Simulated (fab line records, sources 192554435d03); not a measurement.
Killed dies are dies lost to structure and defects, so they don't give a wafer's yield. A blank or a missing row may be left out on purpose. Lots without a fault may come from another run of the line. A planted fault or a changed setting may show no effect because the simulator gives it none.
Split-lot experiment | flow n5_finfet | 7 lots, 21 wafers read, on a route of 1938 steps

THE SPLIT
At N5_PASSIVATION_PECVD_35 (deposits SiNx from SiH4/NH3/N2, target thk 700 nm, time 151.3 s), the setting time_s was moved away from the recipe's 151.3 s on 8 of the 21 wafers read, by -14.3% to +10.6%. The other wafers ran this setting at the recipe's value.

The reading is taken at the split's own step.

THE READING
SiNx_of_PASSIVATION_PECVD_35.thk_nm (the simulator's own value, which no gauge read), in nm, at N5_PASSIVATION_PECVD_35 (deposits SiNx from SiH4/NH3/N2, target thk 700 nm, time 151.3 s). The file gives no usual value for it. The 13 wafers here that ran the recipe average 697.9 nm, standard deviation 9.6 nm.

wafer  | tool, chamber at the split | time_s as run, s | against the recipe | SiNx_of_PASSIVATION_PECVD_35.thk_nm, nm | against lot-mates on the recipe
L083.3 | pecvd-04, 2                | 129.7            | -14.3%             | 598.6                                   | -108.6
L083.4 | pecvd-04, 2                | 151.3            | recipe             | 707.2                                   | -
L083.6 | pecvd-04, 1                | 129.7            | -14.3%             | 604.2                                   | -103.0
L090.1 | pecvd-03, 2                | 151.3            | recipe             | 686.2                                   | -
L090.2 | pecvd-03, 1                | 151.3            | recipe             | 686.8                                   | -
L090.6 | pecvd-03, 2                | 151.3            | recipe             | 691.2                                   | -
L091.2 | pecvd-04, 0                | 134.1            | -11.4%             | 611.4                                   | -91.8
L091.4 | pecvd-04, 0                | 134.1            | -11.4%             | 632.4                                   | -70.8
L091.5 | pecvd-04, 2                | 151.3            | recipe             | 703.2                                   | -
L089.2 | pecvd-03, 1                | 167.3            | +10.6%             | 774.2                                   | +62.4
L089.5 | pecvd-03, 2                | 167.3            | +10.6%             | 772                                     | +60.2
L089.6 | pecvd-03, 0                | 151.3            | recipe             | 711.8                                   | -
L094.2 | pecvd-03, 1                | 151.3            | recipe             | 701                                     | -
L094.4 | pecvd-03, 2                | 139.7            | -7.7%              | 648.8                                   | -59.1
L094.6 | pecvd-03, 1                | 151.3            | recipe             | 714.8                                   | -
L092.1 | pecvd-01, 1                | 151.3            | recipe             | 685.2                                   | -
L092.3 | pecvd-01, 0                | 151.3            | recipe             | 691.2                                   | -
L092.5 | pecvd-01, 2                | 151.3            | recipe             | 700                                     | -
L097.1 | pecvd-03, 1                | 151.3            | recipe             | 691                                     | -
L097.2 | pecvd-03, 0                | 143.6            | -5.1%              | 663.8                                   | -33.0
L097.4 | pecvd-03, 2                | 151.3            | recipe             | 702.6                                   | -

THE FIT
A straight line over all 21 wafers: SiNx_of_PASSIVATION_PECVD_35.thk_nm changes by +6.83 nm for each +1% of time_s; r = +0.98; the points scatter about the line by 8.7 nm.
The same after taking each lot's own level away (the mean of its wafers on the recipe; 21 wafers): +6.86 nm for each +1%; r = +0.99; scatter 6.7 nm.
On that fit, the largest move of time_s shifts the reading by 98 nm.
The lots' own levels span 688.07 to 711.80 nm, that is 2.5 times the standard deviation above.
So the lot-to-lot level changes the slope little: the two slopes agree.
Check: with one of the wafers moved furthest among these (-14.3%) left out of the fit, the line predicts -98 nm for it against its lot-mates. It came out at -109 nm against them.

OTHER SPLITS ON THESE WAFERS
These wafers also went through other splits before the reading. Each is held against what the fit with the lots' levels taken away leaves over:
other split on the same wafers      | wafers away from the commonest value | r with SiNx_of_PASSIVATION_PECVD_35.thk_nm (lot level and that fit taken away)
N5_BEOL_M13_COAT_04 spin_rpm        | 4                                    | +0.45
N5_BEOL_M14_TRENCH_ETCH_34 bias_w   | 8                                    | -0.12
N5_BEOL_M15_TRENCH_ETCH_34 bias_w   | 8                                    | -0.31
N5_BEOL_M15_SPUTTER_43 time_s       | 5                                    | +0.04
N5_PASSIVATION_VIA_ETCH_13 source_w | 5                                    | -0.44
N5_PASSIVATION_ETCH_59 time_s       | 7                                    | -0.07

THE FILE'S OWN FIT
SiNx_of_PASSIVATION_PECVD_35.thk_nm changes by +6.99 nm for each +1% of time_s, r = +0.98.
